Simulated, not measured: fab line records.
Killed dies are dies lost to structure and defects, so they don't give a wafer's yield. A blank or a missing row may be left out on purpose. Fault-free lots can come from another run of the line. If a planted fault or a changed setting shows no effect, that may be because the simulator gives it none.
Comparing a struck lot with a sound one	flow nandHarc	14 out of 1159 route steps
Sound: the wafers L873.2, L873.3, L873.6. Struck: wafer L881.6; the same lot's L881.4 was not struck, so it is left out; see the end for the cause.
For every step that has rows: the tool of each side, followed by ch and its chambers, followed by its first start. Under that, the readings that differ: sound wafers	struck wafers	difference of the means	sigmas: that difference in standard deviations of wafers without a fault.
alike: readings whose means differ by less than 2 such deviations, and words and numbers that are the same on both sides. not compared: withheld readings, readings that some wafer has no value for, bounds like >300 that may hide the same value, and numbers for which the record gives no deviation and whose values overlap.
Wherever a step has rows on one side only, a row that says differs or no value, or a row with sigmas, the two part there. Numbers that don't overlap but have no deviation are shown without sigmas and don't part them. A reading missing from all wafers of one side parts the sides only when that side holds two or more wafers.

first, 4 steps without rows for these wafers: NHARC_P_CONTACT_EBR_08; NHARC_P_CONTACT_EXPOSE_09 (exposes mask P CA, target cd 90 nm); NHARC_P_CONTACT_PEB_10 (peb time 65 s); NHARC_P_CONTACT_DEVELOP_11 (develop time 35 s).
NHARC_P_CONTACT_CD_MEAS_12 targets a cd of 90 nm.
  sound on cdSem-03 ch 0, day 5 13:36; struck on cdSem-03 ch 0, day 7 18:26
  alike: cdNm
NHARC_P_CONTACT_OVL_MEAS_13:
  sound on overlay-01 at day 5 13:41; struck on overlay-01 at day 7 18:31
  alike: overlayXNm, overlayYNm
NHARC_P_CONTACT_INSPECT_14:
  sound on defectInspect-02 at day 5 13:43; struck on defectInspect-02 at day 7 18:33
  alike: rawDefectCount
NHARC_P_CONTACT_DESCUM_17: chemistry O2, time 3 s.
  sound on rieDiel-08 ch 0,2, day 5 13:47; struck on rieDiel-06 ch 0, day 7 18:38
  alike: drypumpMotorCurrentA, oesProductAu, rfVppV, showerheadPlenumPTorr, throttleValvePct
  not compared: rfHoursCounterH
NHARC_P_CONTACT_ETCH_35: etches the open film in CF4, target depth 39 nm, time 65 s.
  sound on rieDiel-08 ch 0,1,2, day 5 13:52; struck on rieDiel-06 ch 1, day 7 18:42
  alike: drypumpMotorCurrentA, oesProductAu, rfVppV, showerheadPlenumPTorr, throttleValvePct
  not compared: rfHoursCounterH
NHARC_P_CONTACT_ETCH_36: etches the open film in N2/H2, target depth 260 nm, time 406.25 s.
  sound: rieDiel-08 ch 0,2; struck: rieDiel-06 ch 1
  alike: drypumpMotorCurrentA, oesProductAu, rfVppV, showerheadPlenumPTorr, throttleValvePct
  not compared: rfHoursCounterH
NHARC_P_CONTACT_ETCH_18: etches the open film in C4F8/O2/Ar, target depth 481 nm, time 240.5 s.
  sound: rieDiel-08 ch 0,2,3; struck: rieDiel-06 ch 3
  alike: oesProductAu, rfVppV
  not compared: rfHoursCounterH
then, 1 step without rows for these wafers: NHARC_P_CONTACT_STRIP_37 (strips in C4F8/O2/Ar).
NHARC_P_CONTACT_ETCH_31: etches the open film in CH3F/O2, target depth 30 nm, time 85.7 s.
  sound on rieDiel-08 ch 0,1,3, day 5 14:31; struck on rieDiel-06 ch 1, day 7 19:28
reading	sound	struck	difference	sigmas
oesProductAu (a.u.)	0.975 0.982 0.976	0.906	-0.072	-4
rfVppV (V)	245.3 242.9 243.3	247.0	+3.2	+2
  alike: drypumpMotorCurrentA, showerheadPlenumPTorr, throttleValvePct
  not compared: rfHoursCounterH
NHARC_P_CONTACT_CD_MEAS_19:
  sound on cdSem-02 at day 5 14:40; struck on cdSem-03 at day 7 19:35
  alike: cdNm

WHERE THEY PART
Only at NHARC_P_CONTACT_ETCH_31, within this record. Later steps at which nothing parts them and some readings are alike: NHARC_P_CONTACT_CD_MEAS_19.

WHY: what had been put in by the simulator
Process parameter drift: rieDiel-06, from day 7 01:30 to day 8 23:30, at NHARC_P_CONTACT_ETCH_31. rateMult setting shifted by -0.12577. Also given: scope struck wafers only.
